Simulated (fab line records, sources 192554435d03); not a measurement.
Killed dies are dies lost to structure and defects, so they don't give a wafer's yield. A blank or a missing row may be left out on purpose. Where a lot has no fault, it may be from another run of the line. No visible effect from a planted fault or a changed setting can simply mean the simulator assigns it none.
Which tool is to blame? / flow n5Finfet / 7 lots, 21 wafers sampled, at 7 steps of a route of 1938

== WHAT EACH GAUGE READ, for each wafer ==
N5_BEOL_M4_RC_MEAS_101. Usual: DIBL_N 36.4 mV/V, standard deviation 1.6; DIBL_P 36.2 mV/V, standard deviation 1.8; IOFF_N 0.159 nA/um, standard deviation 0.029; IOFF_P 0.21 nA/um, standard deviation 0.034; ION_N 670 uA/um, standard deviation 12; ION_P 459 uA/um, standard deviation 8.2; SS_N 71.5 mV/dec, standard deviation 0.59; SS_P 73.2 mV/dec, standard deviation 0.54; VT_N 250 mV, standard deviation 3.3; VT_P -250 mV, standard deviation 3.7.
lot=L317; measured=day 9 12:06; on=prober-02; DIBL_N (mV/V)=34.8 37.0 36.3; DIBL_P (mV/V)=33.3 35.7 34.5; IOFF_N (nA/um)=0.133 0.170 0.144; IOFF_P (nA/um)=0.20 0.24 0.22; ION_N (uA/um)=674 685 658; ION_P (uA/um)=465 464 459; SS_N (mV/dec)=70.2 71.5 71.6; SS_P (mV/dec)=73.3 72.6 73.3; VT_N (mV)=252 248 252; VT_P (mV)=-249 -247 -247; flag=
lot=L329; measured=day 11 18:23; on=prober-02; DIBL_N (mV/V)=35.5 35.2 36.1; DIBL_P (mV/V)=35.8 35.1 32.9; IOFF_N (nA/um)=0.130 0.126 0.127; IOFF_P (nA/um)=0.20 0.18 0.15; ION_N (uA/um)=656 668 643; ION_P (uA/um)=452 461 445; SS_N (mV/dec)=71.0 70.8 72.0; SS_P (mV/dec)=73.0 72.8 72.8; VT_N (mV)=253 254 256; VT_P (mV)=-251 -252 -255; flag=
lot=L336; measured=day 13 23:15; on=prober-02; DIBL_N (mV/V)=35.5 38.6 36.9; DIBL_P (mV/V)=34.9 39.7 37.1; IOFF_N (nA/um)=0.113 0.190 0.152; IOFF_P (nA/um)=0.14 0.20 0.16; ION_N (uA/um)=649 673 675; ION_P (uA/um)=443 453 455; SS_N (mV/dec)=71.2 72.2 71.9; SS_P (mV/dec)=72.3 73.7 72.9; VT_N (mV)=257 250 251; VT_P (mV)=-262 -253 -258; flag=
lot=L337; measured=day 14 19:29; on=prober-01; DIBL_N (mV/V)=36.1 37.3 33.1; DIBL_P (mV/V)=37.1 39.1 34.9; IOFF_N (nA/um)=0.157 0.196 0.117; IOFF_P (nA/um)=0.22 0.26 0.19; ION_N (uA/um)=657 689 652; ION_P (uA/um)=458 472 460; SS_N (mV/dec)=71.7 71.7 70.8; SS_P (mV/dec)=73.4 73.6 72.5; VT_N (mV)=253 247 253; VT_P (mV)=-250 -248 -250; flag=
lot=L338; measured=day 14 23:20; on=prober-02; DIBL_N (mV/V)=37.0 32.8 32.9; DIBL_P (mV/V)=37.7 33.8 34.5; IOFF_N (nA/um)=0.179 0.114 0.119; IOFF_P (nA/um)=0.27 0.20 0.23; ION_N (uA/um)=671 657 660; ION_P (uA/um)=468 466 464; SS_N (mV/dec)=72.1 70.8 70.8; SS_P (mV/dec)=73.9 72.3 73.0; VT_N (mV)=248 255 249; VT_P (mV)=-245 -246 -247; flag=

== WHICH TOOL RAN EACH LOT (tool, then ch and the chambers of the sampled wafers, then the start) ==
lot=L317; N5_FIN_SAQP_SPACER1_ALD_24=aldSin-03 ch 0,2,3, day 2 11:12; N5_FIN_SAQP_MANDREL_ETCH_58=rieSi-01 ch 0,1,2, day 2 12:19; N5_FIN_SAQP_ETCH_69=rieDiel-01 ch 1,2,3, day 2 12:50; N5_FIN_SAQP_STRIP_70=rieDiel-01 ch 1,2,3, day 2 12:56; N5_FIN_SAQP_RECESS_71=vaporEtch-02 ch 0,1, day 2 13:02; N5_FIN_SAQP_SPACER2_ETCHBACK_29=rieDiel-01 ch 0,1,2, day 2 13:28
lot=L329; N5_FIN_SAQP_SPACER1_ALD_24=aldSin-01 ch 2,3, day 5 10:45; N5_FIN_SAQP_MANDREL_ETCH_58=rieSi-06 ch 0,3, day 5 12:01; N5_FIN_SAQP_ETCH_69=rieDiel-06 ch 0,2, day 5 12:33; N5_FIN_SAQP_STRIP_70=rieDiel-06 ch 0,2, day 5 12:39; N5_FIN_SAQP_RECESS_71=vaporEtch-01 ch 0,1, day 5 12:43; N5_FIN_SAQP_SPACER2_ETCHBACK_29=rieDiel-01 ch 0,1, day 5 13:26
lot=L334; N5_FIN_SAQP_SPACER1_ALD_24=aldSin-01 ch 1,2,3, day 6 17:05; N5_FIN_SAQP_MANDREL_ETCH_58=rieSi-06 ch 0,1,2, day 6 18:12; N5_FIN_SAQP_ETCH_69=rieDiel-01 ch 0,1,2, day 6 18:51; N5_FIN_SAQP_STRIP_70=rieDiel-01 ch 0,1,2, day 6 18:57; N5_FIN_SAQP_RECESS_71=vaporEtch-02 ch 0,1, day 6 19:01; N5_FIN_SAQP_SPACER2_ETCHBACK_29=rieDiel-01 ch 0,2,3, day 6 19:30
lot=L335; N5_FIN_SAQP_SPACER1_ALD_24=aldSin-03 ch 0,1,2, day 6 22:34; N5_FIN_SAQP_MANDREL_ETCH_58=rieSi-01 ch 0,3, day 6 23:40; N5_FIN_SAQP_ETCH_69=rieDiel-06 ch 0,2,3, day 7 00:23; N5_FIN_SAQP_STRIP_70=rieDiel-06 ch 0,2,3, day 7 00:29; N5_FIN_SAQP_RECESS_71=vaporEtch-01 ch 0,1, day 7 00:33; N5_FIN_SAQP_SPACER2_ETCHBACK_29=rieDiel-01 ch 0,2,3, day 7 01:07
lot=L336; N5_FIN_SAQP_SPACER1_ALD_24=aldSin-04 ch 0,1, day 7 05:32; N5_FIN_SAQP_MANDREL_ETCH_58=rieSi-03 ch 0,2,3, day 7 06:38; N5_FIN_SAQP_ETCH_69=rieDiel-06 ch 0,1,3, day 7 07:11; N5_FIN_SAQP_STRIP_70=rieDiel-06 ch 0,1,3, day 7 07:17; N5_FIN_SAQP_RECESS_71=vaporEtch-01 ch 0,1, day 7 07:23; N5_FIN_SAQP_SPACER2_ETCHBACK_29=rieDiel-06 ch 2,3, day 7 07:49
lot=L337; N5_FIN_SAQP_SPACER1_ALD_24=aldSin-01 ch 0,2,3, day 7 12:05; N5_FIN_SAQP_MANDREL_ETCH_58=rieSi-06 ch 0,1,3, day 7 13:12; N5_FIN_SAQP_ETCH_69=rieDiel-06 ch 0,1,3, day 7 13:58; N5_FIN_SAQP_STRIP_70=rieDiel-06 ch 0,1,3, day 7 14:04; N5_FIN_SAQP_RECESS_71=vaporEtch-02 ch 0,1, day 7 14:07; N5_FIN_SAQP_SPACER2_ETCHBACK_29=rieDiel-01 ch 1,2,3, day 7 14:35
lot=L338; N5_FIN_SAQP_SPACER1_ALD_24=aldSin-01 ch 2,3, day 7 17:11; N5_FIN_SAQP_MANDREL_ETCH_58=rieSi-06 ch 0,3, day 7 18:17; N5_FIN_SAQP_ETCH_69=rieDiel-03 ch 0,1,2, day 7 18:51; N5_FIN_SAQP_STRIP_70=rieDiel-03 ch 0,1,2, day 7 18:57; N5_FIN_SAQP_RECESS_71=vaporEtch-01 ch 0,1, day 7 19:01; N5_FIN_SAQP_SPACER2_ETCHBACK_29=rieDiel-03 ch 0,1,3, day 7 19:34
- N5_FIN_SAQP_SPACER1_ALD_24: deposits SiO2, target thk 20.3 nm, pulse time 1 s, purge time 2 s.
- N5_FIN_SAQP_MANDREL_ETCH_58: etches a-Si in HBr/Cl2, stops on SiNx, target depth 45 nm, bt time 10 s, time 27 s.
- N5_FIN_SAQP_ETCH_69: etches SOC in N2/H2, stops on SiNx, target depth 150 nm.
- N5_FIN_SAQP_STRIP_70: strips in N2/H2.
- N5_FIN_SAQP_RECESS_71: chemistry HF/NH3, target SiO2, target depth 3 nm, afs cycles 1, sublimation time 60 s.
- N5_FIN_SAQP_SPACER2_ETCHBACK_29: etches SiO2 in CHF3/O2, target depth 12.2 nm, time 6.1 s.

== WHAT THE TOOLS THEMSELVES READ (means of the sampled wafers that have a number; where no wafer has one, the mark that the record gives instead) ==
N5_FIN_SAQP_SPACER1_ALD_24. Usual: heaterPowerW 467 W, standard deviation 39; precursorPulseHeightRel 1.001, standard deviation 0.019.
lot=L317; tool=aldSin-03; heaterPowerW (W)=428; precursorPulseHeightRel=0.985; flag=
lot=L329; tool=aldSin-01; heaterPowerW (W)=487; precursorPulseHeightRel=1.011; flag=
lot=L334; tool=aldSin-01; heaterPowerW (W)=470; precursorPulseHeightRel=0.994; flag=
lot=L335; tool=aldSin-03; heaterPowerW (W)=439; precursorPulseHeightRel=0.995; flag=
lot=L336; tool=aldSin-04; heaterPowerW (W)=513; precursorPulseHeightRel=1.006; flag=
lot=L337; tool=aldSin-01; heaterPowerW (W)=502; precursorPulseHeightRel=1.011; flag=
lot=L338; tool=aldSin-01; heaterPowerW (W)=482; precursorPulseHeightRel=1.010; flag=

N5_FIN_SAQP_MANDREL_ETCH_58. Usual: HBr_flow_sccm 150.1 sccm, standard deviation 0.44; biasW 75.01 W, standard deviation 0.24; chamberPressureMTorr 10.001 mTorr, standard deviation 0.0093; drypumpMotorCurrentA 5.6 A, standard deviation 0.41; oesProductAu 0.697 a.u., standard deviation 0.015; rfFwdPowerW 793.3 W, standard deviation 2.6; throttleValvePct 35.57 %, standard deviation 0.24.
lot=L317; tool=rieSi-01; HBr_flow_sccm (sccm)=150.3; biasW (W)=75.06; chamberPressureMTorr (mTorr)=10.000; drypumpMotorCurrentA (A)=5.6; oesProductAu (a.u.)=0.683; rfFwdPowerW (W)=793.3; throttleValvePct (%)=35.56; flag=
lot=L329; tool=rieSi-06; HBr_flow_sccm (sccm)=150.5; biasW (W)=75.14; chamberPressureMTorr (mTorr)=10.005; drypumpMotorCurrentA (A)=5.6; oesProductAu (a.u.)=0.690; rfFwdPowerW (W)=795.4; throttleValvePct (%)=35.43; flag=
lot=L334; tool=rieSi-06; HBr_flow_sccm (sccm)=-; biasW (W)=-; chamberPressureMTorr (mTorr)=-; drypumpMotorCurrentA (A)=-; oesProductAu (a.u.)=-; rfFwdPowerW (W)=-; throttleValvePct (%)=-; flag=OFF
lot=L335; tool=rieSi-01; HBr_flow_sccm (sccm)=-; biasW (W)=-; chamberPressureMTorr (mTorr)=-; drypumpMotorCurrentA (A)=-; oesProductAu (a.u.)=-; rfFwdPowerW (W)=-; throttleValvePct (%)=-; flag=OFF
lot=L336; tool=rieSi-03; HBr_flow_sccm (sccm)=150.2; biasW (W)=75.18; chamberPressureMTorr (mTorr)=10.002; drypumpMotorCurrentA (A)=5.2; oesProductAu (a.u.)=0.719; rfFwdPowerW (W)=794.2; throttleValvePct (%)=35.66; flag=
lot=L337; tool=rieSi-06; HBr_flow_sccm (sccm)=150.3; biasW (W)=74.94; chamberPressureMTorr (mTorr)=10.007; drypumpMotorCurrentA (A)=5.6; oesProductAu (a.u.)=0.692; rfFwdPowerW (W)=792.7; throttleValvePct (%)=35.64; flag=
lot=L338; tool=rieSi-06; HBr_flow_sccm (sccm)=150.1; biasW (W)=75.27; chamberPressureMTorr (mTorr)=10.000; drypumpMotorCurrentA (A)=5.4; oesProductAu (a.u.)=0.692; rfFwdPowerW (W)=791.4; throttleValvePct (%)=35.39; flag=

N5_FIN_SAQP_ETCH_69. Usual: biasW 61.00 W, standard deviation 0.19; chamberPressureMTorr 30.00 mTorr, standard deviation 0.03; drypumpMotorCurrentA 5.7 A, standard deviation 0.38; oesProductAu 0.74 a.u., standard deviation 0.068; rfFwdPowerW 844.7 W, standard deviation 2.7; rfVppV 240.6 V, standard deviation 1.6; showerheadPlenumPTorr 2.54 Torr, standard deviation 0.085; throttleValvePct 17.92 %, standard deviation 0.25.
lot=L317; tool=rieDiel-01; biasW (W)=61.01; chamberPressureMTorr (mTorr)=29.98; drypumpMotorCurrentA (A)=5.6; oesProductAu (a.u.)=0.73; rfFwdPowerW (W)=846.5; rfVppV (V)=239.9; showerheadPlenumPTorr (Torr)=2.50; throttleValvePct (%)=17.95; flag=
lot=L329; tool=rieDiel-06; biasW (W)=60.89; chamberPressureMTorr (mTorr)=30.00; drypumpMotorCurrentA (A)=5.7; oesProductAu (a.u.)=0.72; rfFwdPowerW (W)=843.4; rfVppV (V)=241.1; showerheadPlenumPTorr (Torr)=2.56; throttleValvePct (%)=17.89; flag=
lot=L334; tool=rieDiel-01; biasW (W)=60.89; chamberPressureMTorr (mTorr)=30.01; drypumpMotorCurrentA (A)=5.6; oesProductAu (a.u.)=0.27; rfFwdPowerW (W)=846.9; rfVppV (V)=241.4; showerheadPlenumPTorr (Torr)=2.53; throttleValvePct (%)=18.02; flag=OFF
lot=L335; tool=rieDiel-06; biasW (W)=61.09; chamberPressureMTorr (mTorr)=29.98; drypumpMotorCurrentA (A)=5.8; oesProductAu (a.u.)=0.30; rfFwdPowerW (W)=845.8; rfVppV (V)=240.5; showerheadPlenumPTorr (Torr)=2.52; throttleValvePct (%)=17.85; flag=OFF
lot=L336; tool=rieDiel-06; biasW (W)=61.02; chamberPressureMTorr (mTorr)=30.02; drypumpMotorCurrentA (A)=5.9; oesProductAu (a.u.)=0.88; rfFwdPowerW (W)=843.7; rfVppV (V)=239.7; showerheadPlenumPTorr (Torr)=2.48; throttleValvePct (%)=17.72; flag=
lot=L337; tool=rieDiel-06; biasW (W)=60.95; chamberPressureMTorr (mTorr)=30.00; drypumpMotorCurrentA (A)=5.8; oesProductAu (a.u.)=0.89; rfFwdPowerW (W)=843.2; rfVppV (V)=240.1; showerheadPlenumPTorr (Torr)=2.48; throttleValvePct (%)=17.72; flag=
lot=L338; tool=rieDiel-03; biasW (W)=60.95; chamberPressureMTorr (mTorr)=29.99; drypumpMotorCurrentA (A)=5.6; oesProductAu (a.u.)=0.78; rfFwdPowerW (W)=843.9; rfVppV (V)=240.4; showerheadPlenumPTorr (Torr)=2.59; throttleValvePct (%)=17.97; flag=

N5_FIN_SAQP_STRIP_70. Usual: chamberPressureMTorr 50.00 mTorr (standard deviation 0.05); drypumpMotorCurrentA 5.7 A (standard deviation 0.38); oesProductAu 0.75 a.u. (standard deviation 0.068); rfFwdPowerW 495.2 W (standard deviation 1.9); rfVppV 121.9 V (standard deviation 1.1); showerheadPlenumPTorr 3.35 Torr (standard deviation 0.11); throttleValvePct 19.0 % (standard deviation 0.38).
lot=L317; tool=rieDiel-01; chamberPressureMTorr (mTorr)=49.98; drypumpMotorCurrentA (A)=5.6; oesProductAu (a.u.)=0.75; rfFwdPowerW (W)=494.2; rfVppV (V)=122.0; showerheadPlenumPTorr (Torr)=3.31; throttleValvePct (%)=18.9; flag=
lot=L329; tool=rieDiel-06; chamberPressureMTorr (mTorr)=50.00; drypumpMotorCurrentA (A)=5.8; oesProductAu (a.u.)=0.74; rfFwdPowerW (W)=496.2; rfVppV (V)=122.1; showerheadPlenumPTorr (Torr)=3.38; throttleValvePct (%)=19.0; flag=
lot=L334; tool=rieDiel-01; chamberPressureMTorr (mTorr)=50.04; drypumpMotorCurrentA (A)=5.6; oesProductAu (a.u.)=0.73; rfFwdPowerW (W)=493.3; rfVppV (V)=121.1; showerheadPlenumPTorr (Torr)=3.35; throttleValvePct (%)=19.2; flag=
lot=L335; tool=rieDiel-06; chamberPressureMTorr (mTorr)=50.02; drypumpMotorCurrentA (A)=5.8; oesProductAu (a.u.)=0.80; rfFwdPowerW (W)=495.8; rfVppV (V)=122.7; showerheadPlenumPTorr (Torr)=3.33; throttleValvePct (%)=19.0; flag=
lot=L336; tool=rieDiel-06; chamberPressureMTorr (mTorr)=50.01; drypumpMotorCurrentA (A)=5.8; oesProductAu (a.u.)=0.89; rfFwdPowerW (W)=495.4; rfVppV (V)=121.2; showerheadPlenumPTorr (Torr)=3.29; throttleValvePct (%)=18.8; flag=
lot=L337; tool=rieDiel-06; chamberPressureMTorr (mTorr)=50.05; drypumpMotorCurrentA (A)=5.8; oesProductAu (a.u.)=0.89; rfFwdPowerW (W)=496.5; rfVppV (V)=121.0; showerheadPlenumPTorr (Torr)=3.29; throttleValvePct (%)=18.9; flag=
lot=L338; tool=rieDiel-03; chamberPressureMTorr (mTorr)=50.03; drypumpMotorCurrentA (A)=5.6; oesProductAu (a.u.)=0.80; rfFwdPowerW (W)=495.1; rfVppV (V)=121.8; showerheadPlenumPTorr (Torr)=3.42; throttleValvePct (%)=19.2; flag=

N5_FIN_SAQP_RECESS_71. Usual: 5.76 A for drypumpMotorCurrentA, sd 0.3.
lot=L317; tool=vaporEtch-02; drypumpMotorCurrentA (A)=5.97; flag=
lot=L329; tool=vaporEtch-01; drypumpMotorCurrentA (A)=5.69; flag=
lot=L334; tool=vaporEtch-02; drypumpMotorCurrentA (A)=5.78; flag=
lot=L335; tool=vaporEtch-01; drypumpMotorCurrentA (A)=5.57; flag=
lot=L336; tool=vaporEtch-01; drypumpMotorCurrentA (A)=5.71; flag=
lot=L337; tool=vaporEtch-02; drypumpMotorCurrentA (A)=6.00; flag=
lot=L338; tool=vaporEtch-01; drypumpMotorCurrentA (A)=5.71; flag=

N5_FIN_SAQP_SPACER2_ETCHBACK_29. Usual: CHF3_flow_sccm 50.01 sccm, standard deviation 0.15; chamberPressureMTorr 30.000 mTorr, standard deviation 0.027; drypumpMotorCurrentA 5.6 A, standard deviation 0.36; oes_f_703_au 0.74 a.u., standard deviation 0.056; oesProductAu 0.74 a.u., standard deviation 0.061; rfFwdPowerW 646.1 W, standard deviation 2.1; rfVppV 525 V, standard deviation 7; showerheadPlenumPTorr 2.40 Torr, standard deviation 0.079; throttleValvePct 19.01 %, standard deviation 0.23.
lot=L317; tool=rieDiel-01; CHF3_flow_sccm (sccm)=50.17; chamberPressureMTorr (mTorr)=30.031; drypumpMotorCurrentA (A)=5.5; oes_f_703_au (a.u.)=0.75; oesProductAu (a.u.)=0.75; rfFwdPowerW (W)=648.5; rfVppV (V)=521; showerheadPlenumPTorr (Torr)=2.41; throttleValvePct (%)=19.05; flag=
lot=L329; tool=rieDiel-01; CHF3_flow_sccm (sccm)=50.06; chamberPressureMTorr (mTorr)=29.999; drypumpMotorCurrentA (A)=5.4; oes_f_703_au (a.u.)=0.74; oesProductAu (a.u.)=0.74; rfFwdPowerW (W)=645.5; rfVppV (V)=523; showerheadPlenumPTorr (Torr)=2.37; throttleValvePct (%)=19.21; flag=
lot=L334; tool=rieDiel-01; CHF3_flow_sccm (sccm)=49.91; chamberPressureMTorr (mTorr)=29.987; drypumpMotorCurrentA (A)=5.6; oes_f_703_au (a.u.)=0.72; oesProductAu (a.u.)=0.28; rfFwdPowerW (W)=644.5; rfVppV (V)=523; showerheadPlenumPTorr (Torr)=2.43; throttleValvePct (%)=18.82; flag=OFF
lot=L335; tool=rieDiel-01; CHF3_flow_sccm (sccm)=49.97; chamberPressureMTorr (mTorr)=29.995; drypumpMotorCurrentA (A)=5.6; oes_f_703_au (a.u.)=0.72; oesProductAu (a.u.)=0.28; rfFwdPowerW (W)=646.1; rfVppV (V)=523; showerheadPlenumPTorr (Torr)=2.43; throttleValvePct (%)=18.80; flag=OFF
lot=L336; tool=rieDiel-06; CHF3_flow_sccm (sccm)=50.10; chamberPressureMTorr (mTorr)=29.977; drypumpMotorCurrentA (A)=5.5; oes_f_703_au (a.u.)=0.84; oesProductAu (a.u.)=0.86; rfFwdPowerW (W)=647.6; rfVppV (V)=526; showerheadPlenumPTorr (Torr)=2.40; throttleValvePct (%)=19.05; flag=
lot=L337; tool=rieDiel-01; CHF3_flow_sccm (sccm)=49.94; chamberPressureMTorr (mTorr)=29.998; drypumpMotorCurrentA (A)=5.5; oes_f_703_au (a.u.)=0.72; oesProductAu (a.u.)=0.72; rfFwdPowerW (W)=646.4; rfVppV (V)=520; showerheadPlenumPTorr (Torr)=2.36; throttleValvePct (%)=19.10; flag=
lot=L338; tool=rieDiel-03; CHF3_flow_sccm (sccm)=49.86; chamberPressureMTorr (mTorr)=29.998; drypumpMotorCurrentA (A)=5.9; oes_f_703_au (a.u.)=0.75; oesProductAu (a.u.)=0.75; rfFwdPowerW (W)=646.2; rfVppV (V)=527; showerheadPlenumPTorr (Torr)=2.45; throttleValvePct (%)=18.99; flag=

== THE ANSWER, worked out from the rows above alone ==
Rule: a lot is off if the mean of its wafers that have a number lies more than 3 standard deviations from the usual mean. Also off: a lot with no number at a reading for which 4 or more lots have one. The other lots that the step has rows for count as sound. Order of review: gauges by route order, followed by the tools' own readings, for which a lot's mean as printed above is used. At the first step where some lot is off, the reading lying furthest off is the one used; lots without a number count as furthest.
Off: L334, L335, at N5_FIN_SAQP_MANDREL_ETCH_58 (HBr_flow_sccm). Without a number there: L334, L335.
A tool fits if, at that step or a process step before it, it ran every lot that is off, and no sound lot after the first of them. Not one of the candidates tried fits.

== WHAT THE SIMULATOR PUT IN ==
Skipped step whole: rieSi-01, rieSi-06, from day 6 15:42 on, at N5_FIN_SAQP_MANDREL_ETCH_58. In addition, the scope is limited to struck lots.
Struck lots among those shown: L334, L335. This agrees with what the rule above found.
